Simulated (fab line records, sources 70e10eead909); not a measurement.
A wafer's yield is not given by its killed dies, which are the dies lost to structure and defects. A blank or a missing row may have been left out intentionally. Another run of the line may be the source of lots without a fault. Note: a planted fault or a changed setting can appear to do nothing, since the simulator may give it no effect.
Which tool is to blame? ; flow nand_harc ; at 1 step of a route of 1159, 15 lots with 45 wafers sampled

== WHAT EACH GAUGE READ, for each wafer ==
NHARC_P_GATE_INSPECT_28. Usual: 6.1 for raw_defect_count, sd 2.6.
lot;measured;on;raw_defect_count;flag
L524;day 6 08:04;defect_inspect-01;4 1 4;
L525;day 6 08:14;defect_inspect-02;3 1 4;
L523;day 6 08:35;defect_inspect-02;8 3 2;
L528;day 6 10:34;defect_inspect-01;9 7 11;
L530;day 6 10:42;defect_inspect-02;6 7 10;
L531;day 6 11:16;defect_inspect-02;6 7 6;
L532;day 6 22:09;defect_inspect-02;3 8 7;
L537;day 8 02:38;defect_inspect-02;7 9 5;
L538;day 8 08:35;defect_inspect-01;7 9 8;
L539;day 8 15:36;defect_inspect-02;13 9 4;
L541;day 8 22:41;defect_inspect-01;8 2 8;
L542;day 9 09:43;defect_inspect-02;1 9 8;
L544;day 9 16:01;defect_inspect-02;8 6 6;
L546;day 10 04:54;defect_inspect-01;7 8 4;
L545;day 10 05:26;defect_inspect-01;3 4 6;

== WHAT TOOL EACH LOT RAN ON (gives the tool, then ch and the chambers of the sampled wafers, and finally the start) ==
There is no process step in the record ahead of these readings.

== AS READ BY THE TOOLS THEMSELVES (means over the sampled wafers that have a number; for cases with no such wafer, the mark the record gives instead) ==
The record holds no such reading with a usual standard deviation.

== THE ANSWER, worked out from the rows above alone ==
Rule: a lot is off if the mean of its wafers that have a number lies more than 3 standard deviations from the usual mean. A lot without any number at a reading at which 4 lots or more have one is off too. The other lots that the step has rows for count as sound. First the gauges in route order, then the tools' own readings, where a lot's mean is used as printed above. At the first step where some lot is off, the reading lying furthest off is the one used; lots without a number count as furthest.
No lot is off at any reading shown: from this, nothing can be told.

== WHAT THE SIMULATOR HAD PUT IN ==
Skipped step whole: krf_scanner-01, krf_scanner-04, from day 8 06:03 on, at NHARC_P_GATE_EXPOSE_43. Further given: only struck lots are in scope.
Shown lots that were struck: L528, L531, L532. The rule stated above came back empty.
